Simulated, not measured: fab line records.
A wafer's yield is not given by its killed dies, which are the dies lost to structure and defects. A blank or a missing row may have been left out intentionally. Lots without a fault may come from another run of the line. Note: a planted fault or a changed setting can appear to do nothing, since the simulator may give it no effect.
fab line records :: flow nand-harc :: part 2 of 2: steps 22 to 31 of 31
record
  lots=5
  wafers=15
  last-day=33
route steps=1302 shown A_SGD_CUT@906 A_SLIT@922
lots untouched by any fault: they come from a run of this same line in which no faults occurred
start-h: hours from the record's opening day to when the first of the lot's shown wafers began :: wait-h: hours from the lot's prior step to this one :: " repeats the value in the row above :: L1.1+2: a single row standing in for several wafers :: - no value present, or no start provided :: * or withheld: withheld :: < > ~ a bound
route shown NAME@n: NAME is a module with steps in the file, n the number in the route of the first one :: usual: average and standard deviation across the fault-free wafers :: same: alike in all rows :: chamber/n: place in a boat :: sites: per-site readings :: _std_site: standard deviation across them :: _edge_site: mean of outer sites minus mean of inner sites :: radius-mm: how far each site lies from the wafer's centre :: mask NAME#n: copy n :: behind: the tool/chamber that last shaped the wafer :: hold: why the lot was held/for how many hours/how that ended :: device: which transistor (n, p or np) failed to switch :: end of line: tests of these same wafers at the route's end :: a step without rows: its recipe alone :: killed: not the wafer's yield, but the dies lost to structure and defects at the first sort :: map: a wafer's dies, x killed, . not, _ none there
set.NAME: the setting as run; set.NAME@STEP: as run at that earlier step :: model.NAME: the simulator's own value behind a step, which no gauge read
lots at some steps of the route; a table a step, a row a wafer
services: the hour from which a tool's chamber was out of use, counted from the record's first day as start-h (under 0 if before that day), plus the number of hours and why
## steps
# step NHARC_A_SLIT_COAT_03
# recipe
  spin-rpm=1500
  resist-thk-nm=90
# usual
  exhaust-pa=44.9/0.93
lot.wafer: L077.2
tool: litho-track-06
chamber: 0
start-h: -
wait-h: -
exhaust-pa: 46.3

lot.wafer: L077.5
tool: litho-track-06
chamber: 0
start-h: -
wait-h: -
exhaust-pa: 45.6

lot.wafer: L077.6
tool: litho-track-06
chamber: 0
start-h: -
wait-h: -
exhaust-pa: 45.4

lot.wafer: L087.3
tool: litho-track-01
chamber: 0
start-h: -
wait-h: -
exhaust-pa: 43.8

lot.wafer: L087.4
tool: litho-track-01
chamber: 0
start-h: -
wait-h: -
exhaust-pa: 43.5

lot.wafer: L087.6
tool: litho-track-01
chamber: 0
start-h: -
wait-h: -
exhaust-pa: 44.1

lot.wafer: L091.1
tool: litho-track-06
chamber: 0
start-h: -
wait-h: -
exhaust-pa: 45.7

lot.wafer: L091.2
tool: litho-track-06
chamber: 0
start-h: -
wait-h: -
exhaust-pa: 45.5

lot.wafer: L091.4
tool: litho-track-06
chamber: 0
start-h: -
wait-h: -
exhaust-pa: 44.3

lot.wafer: L094.1
tool: litho-track-06
chamber: 0
start-h: -
wait-h: -
exhaust-pa: 44.2

lot.wafer: L094.2
tool: litho-track-06
chamber: 0
start-h: -
wait-h: -
exhaust-pa: 44.1

lot.wafer: L094.6
tool: litho-track-06
chamber: 0
start-h: -
wait-h: -
exhaust-pa: 45.3

lot.wafer: L096.2
tool: litho-track-04
chamber: 0
start-h: -
wait-h: -
exhaust-pa: 45.4

lot.wafer: L096.4
tool: litho-track-04
chamber: 0
start-h: -
wait-h: -
exhaust-pa: 45.8

lot.wafer: L096.6
tool: litho-track-04
chamber: 0
start-h: -
wait-h: -
exhaust-pa: 45.2
# step NHARC_A_SLIT_SOFTBAKE_04
# recipe
  temp-c=105
  time-s=55
# usual
  exhaust-pa=45.2/0.86
# same
  time-s=55
lot.wafer: L077.2
tool: litho-track-06
chamber: 0
start-h: -
wait-h: -
exhaust-pa: 45.2

lot.wafer: L077.5
tool: litho-track-06
chamber: 0
start-h: -
wait-h: -
exhaust-pa: 45.0

lot.wafer: L077.6
tool: litho-track-06
chamber: 0
start-h: -
wait-h: -
exhaust-pa: 45.3

lot.wafer: L087.3
tool: litho-track-01
chamber: 0
start-h: -
wait-h: -
exhaust-pa: 45.0

lot.wafer: L087.4
tool: litho-track-01
chamber: 0
start-h: -
wait-h: -
exhaust-pa: 44.3

lot.wafer: L087.6
tool: litho-track-01
chamber: 0
start-h: -
wait-h: -
exhaust-pa: 44.4

lot.wafer: L091.1
tool: litho-track-06
chamber: 0
start-h: -
wait-h: -
exhaust-pa: 46.9

lot.wafer: L091.2
tool: litho-track-06
chamber: 0
start-h: -
wait-h: -
exhaust-pa: 45.6

lot.wafer: L091.4
tool: litho-track-06
chamber: 0
start-h: -
wait-h: -
exhaust-pa: 45.9

lot.wafer: L094.1
tool: litho-track-06
chamber: 0
start-h: -
wait-h: -
exhaust-pa: 45.0

lot.wafer: L094.2
tool: litho-track-06
chamber: 0
start-h: -
wait-h: -
exhaust-pa: 43.7

lot.wafer: L094.6
tool: litho-track-06
chamber: 0
start-h: -
wait-h: -
exhaust-pa: 44.1

lot.wafer: L096.2
tool: litho-track-04
chamber: 0
start-h: -
wait-h: -
exhaust-pa: 45.9

lot.wafer: L096.4
tool: litho-track-04
chamber: 0
start-h: -
wait-h: -
exhaust-pa: 46.2

lot.wafer: L096.6
tool: litho-track-04
chamber: 0
start-h: -
wait-h: -
exhaust-pa: 45.1
# step NHARC_A_SLIT_EBR_05
# usual
  exhaust-pa=44.7/0.75
lot.wafer: L077.2
tool: litho-track-06
chamber: 0
start-h: -
wait-h: -
exhaust-pa: 46.1

lot.wafer: L077.5
tool: litho-track-06
chamber: 0
start-h: -
wait-h: -
exhaust-pa: 44.5

lot.wafer: L077.6
tool: litho-track-06
chamber: 0
start-h: -
wait-h: -
exhaust-pa: 45.9

lot.wafer: L087.3
tool: litho-track-01
chamber: 0
start-h: -
wait-h: -
exhaust-pa: 44.9

lot.wafer: L087.4
tool: litho-track-01
chamber: 0
start-h: -
wait-h: -
exhaust-pa: 44.7

lot.wafer: L087.6
tool: litho-track-01
chamber: 0
start-h: -
wait-h: -
exhaust-pa: 44.6

lot.wafer: L091.1
tool: litho-track-06
chamber: 0
start-h: -
wait-h: -
exhaust-pa: 44.8

lot.wafer: L091.2
tool: litho-track-06
chamber: 0
start-h: -
wait-h: -
exhaust-pa: 43.9

lot.wafer: L091.4
tool: litho-track-06
chamber: 0
start-h: -
wait-h: -
exhaust-pa: 44.6

lot.wafer: L094.1
tool: litho-track-06
chamber: 0
start-h: -
wait-h: -
exhaust-pa: 44.4

lot.wafer: L094.2
tool: litho-track-06
chamber: 0
start-h: -
wait-h: -
exhaust-pa: 44.2

lot.wafer: L094.6
tool: litho-track-06
chamber: 0
start-h: -
wait-h: -
exhaust-pa: 44.6

lot.wafer: L096.2
tool: litho-track-04
chamber: 0
start-h: -
wait-h: -
exhaust-pa: 45.6

lot.wafer: L096.4
tool: litho-track-04
chamber: 0
start-h: -
wait-h: -
exhaust-pa: 44.7

lot.wafer: L096.6
tool: litho-track-04
chamber: 0
start-h: -
wait-h: -
exhaust-pa: 44.9
# step NHARC_A_SLIT_EXPOSE_06
# recipe
  na=1.35
  dose-mj=60.82
  mask-id=SLIT
lot.wafer: L077.2+5+6
tool: arfi-scanner-01
chamber: 0
start-h: 495.17
wait-h: -
mask: SLIT#0

lot.wafer: L087.3+4+6
tool: arfi-scanner-01
chamber: 0
start-h: 577.84
wait-h: -
mask: SLIT#0

lot.wafer: L091.1+2+4
tool: arfi-scanner-01
chamber: 0
start-h: 627.41
wait-h: -
mask: SLIT#0

lot.wafer: L094.1+2+6
tool: arfi-scanner-01
chamber: 0
start-h: 639.54
wait-h: -
mask: SLIT#0

lot.wafer: L096.2+4+6
tool: arfi-scanner-01
chamber: 0
start-h: 673.67
wait-h: -
mask: SLIT#0
# step NHARC_A_SLIT_PEB_07
# recipe
  peb-temp-c=100
  peb-time-s=65
# usual
  exhaust-pa=44.9/0.85
lot.wafer: L077.2
tool: litho-track-01
chamber: 0
start-h: 495.23
wait-h: 0.1
exhaust-pa: 42.9

lot.wafer: L077.5
tool: litho-track-01
chamber: 0
start-h: 495.23
wait-h: 0.1
exhaust-pa: 43.9

lot.wafer: L077.6
tool: litho-track-01
chamber: 0
start-h: 495.23
wait-h: 0.1
exhaust-pa: 43.8

lot.wafer: L087.3
tool: litho-track-06
chamber: 0
start-h: 577.89
wait-h: 0.0
exhaust-pa: 43.9

lot.wafer: L087.4
tool: litho-track-06
chamber: 0
start-h: 577.89
wait-h: 0.0
exhaust-pa: 42.7

lot.wafer: L087.6
tool: litho-track-06
chamber: 0
start-h: 577.89
wait-h: 0.0
exhaust-pa: 45.5

lot.wafer: L091.1
tool: litho-track-04
chamber: 0
start-h: 627.47
wait-h: 0.1
exhaust-pa: 44.2

lot.wafer: L091.2
tool: litho-track-04
chamber: 0
start-h: 627.47
wait-h: 0.1
exhaust-pa: 45.9

lot.wafer: L091.4
tool: litho-track-04
chamber: 0
start-h: 627.47
wait-h: 0.1
exhaust-pa: 46.2

lot.wafer: L094.1
tool: litho-track-04
chamber: 0
start-h: 639.60
wait-h: 0.1
exhaust-pa: 45.0

lot.wafer: L094.2
tool: litho-track-04
chamber: 0
start-h: 639.60
wait-h: 0.1
exhaust-pa: 45.5

lot.wafer: L094.6
tool: litho-track-04
chamber: 0
start-h: 639.60
wait-h: 0.1
exhaust-pa: 44.9

lot.wafer: L096.2
tool: litho-track-04
chamber: 0
start-h: 673.73
wait-h: 0.1
exhaust-pa: 44.1

lot.wafer: L096.4
tool: litho-track-04
chamber: 0
start-h: 673.73
wait-h: 0.1
exhaust-pa: 45.9

lot.wafer: L096.6
tool: litho-track-04
chamber: 0
start-h: 673.73
wait-h: 0.1
exhaust-pa: 46.5
# step NHARC_A_SLIT_DEVELOP_08
# recipe
  develop-time-s=35
  dev-temp-c=23
# usual
  exhaust-pa=45.0/0.97
lot.wafer: L077.2
tool: litho-track-01
chamber: 0
start-h: -
wait-h: -
exhaust-pa: 43.3

lot.wafer: L077.5
tool: litho-track-01
chamber: 0
start-h: -
wait-h: -
exhaust-pa: 43.1

lot.wafer: L077.6
tool: litho-track-01
chamber: 0
start-h: -
wait-h: -
exhaust-pa: 44.1

lot.wafer: L087.3
tool: litho-track-06
chamber: 0
start-h: -
wait-h: -
exhaust-pa: 43.9

lot.wafer: L087.4
tool: litho-track-06
chamber: 0
start-h: -
wait-h: -
exhaust-pa: 43.6

lot.wafer: L087.6
tool: litho-track-06
chamber: 0
start-h: -
wait-h: -
exhaust-pa: 43.6

lot.wafer: L091.1
tool: litho-track-04
chamber: 0
start-h: -
wait-h: -
exhaust-pa: 45.7

lot.wafer: L091.2
tool: litho-track-04
chamber: 0
start-h: -
wait-h: -
exhaust-pa: 45.2

lot.wafer: L091.4
tool: litho-track-04
chamber: 0
start-h: -
wait-h: -
exhaust-pa: 45.1

lot.wafer: L094.1
tool: litho-track-04
chamber: 0
start-h: -
wait-h: -
exhaust-pa: 42.4

lot.wafer: L094.2
tool: litho-track-04
chamber: 0
start-h: -
wait-h: -
exhaust-pa: 45.1

lot.wafer: L094.6
tool: litho-track-04
chamber: 0
start-h: -
wait-h: -
exhaust-pa: 44.1

lot.wafer: L096.2
tool: litho-track-04
chamber: 0
start-h: -
wait-h: -
exhaust-pa: 46.4

lot.wafer: L096.4
tool: litho-track-04
chamber: 0
start-h: -
wait-h: -
exhaust-pa: 46.5

lot.wafer: L096.6
tool: litho-track-04
chamber: 0
start-h: -
wait-h: -
exhaust-pa: 46.8
# step NHARC_A_SLIT_CD_MEAS_09
# recipe
  target-cd-nm=300
  landing-energy-ev=500
# usual
  cd-nm=300.0/0.4
# same
  landing-energy-ev=500
lot.wafer: L077.2
tool: cd-sem-03
chamber: 0
start-h: 495.31
wait-h: -
cd-nm: 300.1

lot.wafer: L077.5
tool: cd-sem-03
chamber: 0
start-h: 495.31
wait-h: -
cd-nm: 300.0

lot.wafer: L077.6
tool: cd-sem-03
chamber: 0
start-h: 495.31
wait-h: -
cd-nm: 300.0

lot.wafer: L087.3
tool: cd-sem-01
chamber: 0
start-h: 577.97
wait-h: -
cd-nm: 299.7

lot.wafer: L087.4
tool: cd-sem-01
chamber: 0
start-h: 577.97
wait-h: -
cd-nm: 300.2

lot.wafer: L087.6
tool: cd-sem-01
chamber: 0
start-h: 577.97
wait-h: -
cd-nm: 300.1

lot.wafer: L091.1
tool: cd-sem-02
chamber: 0
start-h: 627.55
wait-h: -
cd-nm: 300.3

lot.wafer: L091.2
tool: cd-sem-02
chamber: 0
start-h: 627.55
wait-h: -
cd-nm: 300.4

lot.wafer: L091.4
tool: cd-sem-02
chamber: 0
start-h: 627.55
wait-h: -
cd-nm: 300.5

lot.wafer: L094.1
tool: cd-sem-03
chamber: 0
start-h: 639.67
wait-h: -
cd-nm: 300.2

lot.wafer: L094.2
tool: cd-sem-03
chamber: 0
start-h: 639.67
wait-h: -
cd-nm: 300.2

lot.wafer: L094.6
tool: cd-sem-03
chamber: 0
start-h: 639.67
wait-h: -
cd-nm: 300.5

lot.wafer: L096.2
tool: cd-sem-03
chamber: 0
start-h: 673.81
wait-h: -
cd-nm: 299.5

lot.wafer: L096.4
tool: cd-sem-03
chamber: 0
start-h: 673.81
wait-h: -
cd-nm: 299.6

lot.wafer: L096.6
tool: cd-sem-03
chamber: 0
start-h: 673.81
wait-h: -
cd-nm: 299.9
# step NHARC_A_SLIT_OVL_MEAS_10
# usual
  overlay-x-nm=0.1/0.99
  overlay-y-nm=0.2/0.83
lot.wafer: L077.2
tool: overlay-02
chamber: -
start-h: 495.40
wait-h: -
overlay-x-nm: -0.6
overlay-y-nm: -1.1

lot.wafer: L077.5
tool: overlay-02
chamber: -
start-h: 495.40
wait-h: -
overlay-x-nm: -0.5
overlay-y-nm: -0.7

lot.wafer: L077.6
tool: overlay-02
chamber: -
start-h: 495.40
wait-h: -
overlay-x-nm: 0.1
overlay-y-nm: -0.8

lot.wafer: L087.3
tool: overlay-01
chamber: -
start-h: 578.07
wait-h: -
overlay-x-nm: 0.2
overlay-y-nm: 0.4

lot.wafer: L087.4
tool: overlay-01
chamber: -
start-h: 578.07
wait-h: -
overlay-x-nm: 0.6
overlay-y-nm: -0.2

lot.wafer: L087.6
tool: overlay-01
chamber: -
start-h: 578.07
wait-h: -
overlay-x-nm: 0.1
overlay-y-nm: 0.3

lot.wafer: L091.1
tool: overlay-01
chamber: -
start-h: 627.65
wait-h: -
overlay-x-nm: 1.4
overlay-y-nm: -1.0

lot.wafer: L091.2
tool: overlay-01
chamber: -
start-h: 627.65
wait-h: -
overlay-x-nm: 1.0
overlay-y-nm: -1.4

lot.wafer: L091.4
tool: overlay-01
chamber: -
start-h: 627.65
wait-h: -
overlay-x-nm: 1.6
overlay-y-nm: -1.3

lot.wafer: L094.1
tool: overlay-01
chamber: -
start-h: 639.76
wait-h: -
overlay-x-nm: -1.0
overlay-y-nm: -1.1

lot.wafer: L094.2
tool: overlay-01
chamber: -
start-h: 639.76
wait-h: -
overlay-x-nm: -1.3
overlay-y-nm: -1.2

lot.wafer: L094.6
tool: overlay-01
chamber: -
start-h: 639.76
wait-h: -
overlay-x-nm: -1.4
overlay-y-nm: -1.4

lot.wafer: L096.2
tool: overlay-01
chamber: -
start-h: 673.89
wait-h: -
overlay-x-nm: 1.3
overlay-y-nm: -0.6

lot.wafer: L096.4
tool: overlay-01
chamber: -
start-h: 673.89
wait-h: -
overlay-x-nm: 1.0
overlay-y-nm: -0.7

lot.wafer: L096.6
tool: overlay-01
chamber: -
start-h: 673.89
wait-h: -
overlay-x-nm: 1.2
overlay-y-nm: -0.2
# step NHARC_A_SLIT_INSPECT_11
# usual
  raw-defect-count=49/29
lot.wafer: L077.2
tool: defect-inspect-01
chamber: -
start-h: 495.43
wait-h: 0.0
raw-defect-count: 70

lot.wafer: L077.5
tool: defect-inspect-01
chamber: -
start-h: 495.43
wait-h: 0.0
raw-defect-count: 71

lot.wafer: L077.6
tool: defect-inspect-01
chamber: -
start-h: 495.43
wait-h: 0.0
raw-defect-count: 77

lot.wafer: L087.3
tool: defect-inspect-01
chamber: -
start-h: 578.11
wait-h: 0.0
raw-defect-count: 78

lot.wafer: L087.4
tool: defect-inspect-01
chamber: -
start-h: 578.11
wait-h: 0.0
raw-defect-count: 76

lot.wafer: L087.6
tool: defect-inspect-01
chamber: -
start-h: 578.11
wait-h: 0.0
raw-defect-count: 68

lot.wafer: L091.1
tool: defect-inspect-02
chamber: -
start-h: 627.68
wait-h: 0.0
raw-defect-count: 19

lot.wafer: L091.2
tool: defect-inspect-02
chamber: -
start-h: 627.68
wait-h: 0.0
raw-defect-count: 16

lot.wafer: L091.4
tool: defect-inspect-02
chamber: -
start-h: 627.68
wait-h: 0.0
raw-defect-count: 24

lot.wafer: L094.1
tool: defect-inspect-02
chamber: -
start-h: 639.80
wait-h: 0.0
raw-defect-count: 21

lot.wafer: L094.2
tool: defect-inspect-02
chamber: -
start-h: 639.80
wait-h: 0.0
raw-defect-count: 24

lot.wafer: L094.6
tool: defect-inspect-02
chamber: -
start-h: 639.80
wait-h: 0.0
raw-defect-count: 27

lot.wafer: L096.2
tool: defect-inspect-02
chamber: -
start-h: 673.93
wait-h: 0.0
raw-defect-count: 17

lot.wafer: L096.4
tool: defect-inspect-02
chamber: -
start-h: 673.93
wait-h: 0.0
raw-defect-count: 20

lot.wafer: L096.6
tool: defect-inspect-02
chamber: -
start-h: 673.93
wait-h: 0.0
raw-defect-count: 17
# step NHARC_A_SLIT_DESCUM_14
# recipe
  time-s=3
  o2-flow-sccm=200
  ar-flow-sccm=0
  bias-power-w=0
  chemistry=O2
# usual
  drypump-motor-current-A=5.7/0.55
  oes-product-au=1.001/0.008
  rf-vpp-V=57.9/0.91
  showerhead-plenum-p-Torr=1.95/0.071
  throttle-valve-pct=11.312/0.0086
# same
  time-s=3
lot.wafer: L077.2
tool: rie-diel-11
chamber: 1
start-h: 495.50
wait-h: 0.1
drypump-motor-current-A: 6.7
oes-product-au: 0.993
rf-hours-counter-h: 3
rf-vpp-V: 56.1
showerhead-plenum-p-Torr: 1.90
throttle-valve-pct: 11.319

lot.wafer: L077.5
tool: rie-diel-11
chamber: 0
start-h: 495.50
wait-h: 0.1
drypump-motor-current-A: 5.2
oes-product-au: 1.006
rf-hours-counter-h: -
rf-vpp-V: 58.5
showerhead-plenum-p-Torr: 1.95
throttle-valve-pct: 11.325

lot.wafer: L077.6
tool: rie-diel-11
chamber: 1
start-h: 495.50
wait-h: 0.1
drypump-motor-current-A: 6.7
oes-product-au: 0.999
rf-hours-counter-h: -
rf-vpp-V: 57.3
showerhead-plenum-p-Torr: 1.90
throttle-valve-pct: 11.310

lot.wafer: L087.3
tool: rie-diel-09
chamber: 0
start-h: 578.19
wait-h: 0.1
drypump-motor-current-A: 5.5
oes-product-au: 0.995
rf-hours-counter-h: 7
rf-vpp-V: 57.9
showerhead-plenum-p-Torr: 1.95
throttle-valve-pct: 11.307

lot.wafer: L087.4
tool: rie-diel-09
chamber: 3
start-h: 578.19
wait-h: 0.1
drypump-motor-current-A: 5.8
oes-product-au: 0.994
rf-hours-counter-h: -
rf-vpp-V: 56.7
showerhead-plenum-p-Torr: 1.99
throttle-valve-pct: 11.301

lot.wafer: L087.6
tool: rie-diel-09
chamber: 0
start-h: 578.19
wait-h: 0.1
drypump-motor-current-A: 5.5
oes-product-au: 0.997
rf-hours-counter-h: -
rf-vpp-V: 59.7
showerhead-plenum-p-Torr: 1.95
throttle-valve-pct: 11.318

lot.wafer: L091.4
tool: rie-diel-11
chamber: 2
start-h: 627.74
wait-h: 0.1
drypump-motor-current-A: 5.8
oes-product-au: 1.000
rf-hours-counter-h: 0
rf-vpp-V: 57.1
showerhead-plenum-p-Torr: 1.86
throttle-valve-pct: 11.314

lot.wafer: L091.2
tool: rie-diel-11
chamber: 3
start-h: 627.74
wait-h: 0.1
drypump-motor-current-A: 6.5
oes-product-au: 1.007
rf-hours-counter-h: 0
rf-vpp-V: 58.4
showerhead-plenum-p-Torr: 1.95
throttle-valve-pct: 11.313

lot.wafer: L091.1
tool: rie-diel-11
chamber: 0
start-h: 627.74
wait-h: 0.1
drypump-motor-current-A: 5.2
oes-product-au: 1.004
rf-hours-counter-h: 0
rf-vpp-V: 59.1
showerhead-plenum-p-Torr: 1.95
throttle-valve-pct: 11.315

lot.wafer: L094.2
tool: rie-diel-11
chamber: 3
start-h: 639.86
wait-h: 0.1
drypump-motor-current-A: 6.5
oes-product-au: 1.003
rf-hours-counter-h: 1
rf-vpp-V: 58.3
showerhead-plenum-p-Torr: 1.95
throttle-valve-pct: 11.303

lot.wafer: L094.1
tool: rie-diel-11
chamber: 0
start-h: 639.86
wait-h: 0.1
drypump-motor-current-A: 5.2
oes-product-au: 1.007
rf-hours-counter-h: 1
rf-vpp-V: 57.7
showerhead-plenum-p-Torr: 1.95
throttle-valve-pct: 11.320

lot.wafer: L094.6
tool: rie-diel-11
chamber: 0
start-h: 639.86
wait-h: 0.1
drypump-motor-current-A: 5.2
oes-product-au: 1.008
rf-hours-counter-h: -
rf-vpp-V: 57.1
showerhead-plenum-p-Torr: 1.95
throttle-valve-pct: 11.306

lot.wafer: L096.4
tool: rie-diel-08
chamber: 3
start-h: 674.01
wait-h: 0.1
drypump-motor-current-A: 5.4
oes-product-au: 0.991
rf-hours-counter-h: 6
rf-vpp-V: 58.3
showerhead-plenum-p-Torr: 1.94
throttle-valve-pct: 11.298

lot.wafer: L096.2
tool: rie-diel-08
chamber: 0
start-h: 674.01
wait-h: 0.1
drypump-motor-current-A: 6.0
oes-product-au: 1.005
rf-hours-counter-h: 7
rf-vpp-V: 56.5
showerhead-plenum-p-Torr: 1.79
throttle-valve-pct: 11.316

lot.wafer: L096.6
tool: rie-diel-08
chamber: 1
start-h: 674.01
wait-h: 0.1
drypump-motor-current-A: 5.2
oes-product-au: 0.998
rf-hours-counter-h: -
rf-vpp-V: 57.7
showerhead-plenum-p-Torr: 2.03
throttle-valve-pct: 11.302
## services
tool: rie-diel-11
chamber: 2
start-h: 460.09
hours: 5.4
kind: repair

tool: rie-diel-12
chamber: 0
start-h: 469.70
hours: 9.3
kind: repair

tool: rie-diel-01
chamber: 3
start-h: 471.01
hours: 12.4
kind: repair

tool: rie-diel-01
chamber: 0
start-h: 483.50
hours: 16.5
kind: repair

tool: arfi-scanner-01
chamber: -
start-h: 485.63
hours: 0.9
kind: repair

tool: rie-diel-12
chamber: 3
start-h: 498.09
hours: 9.4
kind: repair

tool: litho-track-01
chamber: -
start-h: 505.01
hours: 7.0
kind: pm

tool: wet-bench-07
chamber: -
start-h: 512.00
hours: 8.0
kind: pm

tool: litho-track-06
chamber: -
start-h: 529.00
hours: 7.0
kind: pm

tool: wet-bench-07
chamber: -
start-h: 546.78
hours: 1.0
kind: repair

tool: litho-track-04
chamber: -
start-h: 553.00
hours: 7.0
kind: pm

tool: rie-diel-01
chamber: -
start-h: 557.83
hours: 9.0
kind: pm

tool: pecvd-04
chamber: -
start-h: 575.79
hours: 0.4
kind: repair

tool: arfi-scanner-01
chamber: -
start-h: 586.24
hours: 0.9
kind: repair

tool: pecvd-02
chamber: -
start-h: 589.11
hours: 13.0
kind: pm

tool: pecvd-04
chamber: 2
start-h: 593.35
hours: 6.0
kind: repair

tool: arfi-scanner-01
chamber: -
start-h: 594.11
hours: 2.8
kind: repair

tool: rie-diel-10
chamber: -
start-h: 596.59
hours: 9.0
kind: pm

tool: pecvd-02
chamber: 0
start-h: 614.44
hours: 12.6
kind: repair

tool: rie-diel-12
chamber: -
start-h: 622.69
hours: 9.0
kind: pm

tool: wet-bench-01
chamber: -
start-h: 629.60
hours: 8.0
kind: pm

tool: pecvd-04
chamber: -
start-h: 631.06
hours: 13.0
kind: pm

tool: rie-diel-01
chamber: 3
start-h: 644.26
hours: 42.2
kind: repair

tool: rie-diel-10
chamber: 2
start-h: 665.03
hours: 3.1
kind: repair
